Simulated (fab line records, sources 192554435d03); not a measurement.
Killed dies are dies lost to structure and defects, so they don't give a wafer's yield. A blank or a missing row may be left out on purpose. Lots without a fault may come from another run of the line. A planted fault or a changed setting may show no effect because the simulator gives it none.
A struck lot beside a sound one | flow n5_finfet | 24 steps out of a route of 1938
Sound: wafers L286.4, L286.5, L286.6. Struck: wafers L279.4, L279.5, L279.6. The cause comes at the end.
At each step with rows: each side's tool, then ch and its chambers, then its first start. Under that, the readings that differ: sound wafers | struck wafers | difference of the means | sigmas: that difference in standard deviations of wafers without a fault.
alike: readings whose means differ by less than 2 such deviations, and words and numbers that are the same on both sides. not compared: withheld readings, readings that some wafer has no value for, bounds like >300 that may hide the same value, and numbers for which the record gives no deviation and whose values overlap.
The two part at a step that has a row with sigmas, a row that says differs or no value, or rows on one side only. Numbers that don't overlap but have no deviation are shown without sigmas and don't part them. A reading that every wafer of one side lacks parts them only if that side has two wafers or more.

first, 11 steps without rows for these wafers: N5_DUMMY_REMOVAL_PRECLEAN_07 (cleans in dHF, time 30 s); N5_DUMMY_REMOVAL_DUMMY_REMOVE_02 (chemistry TMAH, target poly-Si, stops on SiO2, target depth 142 nm, time 57 s, rinse time 30 s); N5_DUMMY_REMOVAL_PRECLEAN_08 (cleans in NF3:NH3, afs cycles 2, time 20 s, sublimation time 60 s); N5_DUMMY_REMOVAL_PRECLEAN_04 (cleans in DHF, time 37 s); N5_DUMMY_REMOVAL_SRD_05 (time 30 s); N5_HKMG_FIN_IL_REGROW_00 (material SiO2, chemistry O3, target thk 0.75 nm, time 30 s); N5_HKMG_FIN_HK_ALD_01 (deposits HfO2, target thk 1.6 nm, pulse time 3 s, purge time 3 s); N5_HKMG_FIN_HK_ANNEAL_02 (time 30 s); N5_HKMG_FIN_ALD_74 (deposits La2O3, target thk 0.5 nm, pulse time 6 s, co reactant pulse time 1 s); N5_HKMG_FIN_ALD_75 (deposits Al2O3, target thk 1 nm, co reactant pulse time 1 s); N5_HKMG_FIN_COAT_41 (time 60 s, resist thk 300 nm).
N5_HKMG_FIN_COAT_42: time 60 s, resist thk 35 nm.
  sound on litho_track-02 ch 0, day 8 19:37; struck on litho_track-01 ch 0, day 6 23:14
  reading                                     | sound                | struck               | difference | sigmas
  spin_speed_rpm (rpm)                        | 1500.4 1501.2 1499.8 | 1587.1 1586.3 1585.8 | +85.9      | +78
  model.SiARC_of_HKMG_FIN_COAT_42.thk_nm (nm) | 35 35 35             | 34 34 34             | -1         |
  alike: chill_plate_temp_C
then, 7 steps without rows for these wafers: N5_HKMG_FIN_COAT_43 (resist thk 90 nm); N5_HKMG_FIN_EBR_45; N5_HKMG_FIN_SOFTBAKE_44 (time 60 s); N5_HKMG_FIN_EXPOSE_46 (exposes mask NDIPOLE); N5_HKMG_FIN_PEB_47 (peb time 60 s); N5_HKMG_FIN_DEVELOP_48 (develop time 30 s); N5_HKMG_FIN_DESCUM_53 (chemistry O2, time 7.9 s).
N5_HKMG_FIN_ETCH_54: etches SiARC in CF4, target depth 45.5 nm, time 75.8 s.
  sound on rie_diel-04 ch 1,2,3, day 8 20:08; struck on rie_diel-04 ch 0,1,2, day 7 00:02
  reading                                       | sound             | struck            | difference | sigmas
  model.etch.depth_nm (nm)                      | 34.98 34.95 35.07 | 34.08 34.04 34.03 | -0.95      |
  model.CAR-ArF_of_HKMG_FIN_COAT_43.thk_nm (nm) | 51 51 51          | 51.6 52 52        | +0.9       |
  alike: drypump_motor_current_A, etch_rf_on_time_s, oes_product_au, rf_vpp_V, showerhead_plenum_p_Torr, throttle_valve_pct
  not compared: rf_hours_counter_h
N5_HKMG_FIN_ETCH_55: etches SOC in N2/H2, target depth 240 nm, time 300 s.
  sound on rie_diel-04 ch 1,2,3, day 8 20:15; struck on rie_diel-04 ch 0,1,2, day 7 00:10
  reading                                     | sound          | struck         | difference | sigmas
  model.SiARC_of_HKMG_FIN_COAT_42.thk_nm (nm) | 20.8 21.4 21.2 | 20.6 19.6 20.2 | -1.0       |
  alike: drypump_motor_current_A, oes_product_au, rf_vpp_V, showerhead_plenum_p_Torr, throttle_valve_pct
  not compared: rf_hours_counter_h
then, 1 step without rows for these wafers: N5_HKMG_FIN_STRIP_56 (strips in N2/H2).
-- the record jumps here: 5 days lie between the struck wafers' starts before and after (it left off in module HKMG_FIN and takes up again in module BEOL_M4, whose first step shown is number 1111 of the route) --
N5_BEOL_M4_RC_MEAS_101:
  sound on prober-02 ch 0, day 13 21:37; struck on prober-01 ch 0, day 11 18:31
  alike: DIBL_N, DIBL_P, IOFF_N, IOFF_P, ION_N, ION_P, SS_N, SS_P, VT_N, VT_P
then, 1 step without rows for these wafers: N5_PASSIVATION_PROBE_49.

WHERE THEY PART
Only at N5_HKMG_FIN_COAT_42, within this record. Later steps at which nothing parts them and some readings are alike: N5_HKMG_FIN_ETCH_54, N5_HKMG_FIN_ETCH_55, N5_BEOL_M4_RC_MEAS_101.

WHY: what the simulator had put in
Process parameter drift: litho_track-01, from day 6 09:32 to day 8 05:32, at N5_HKMG_FIN_COAT_42. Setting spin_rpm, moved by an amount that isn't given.
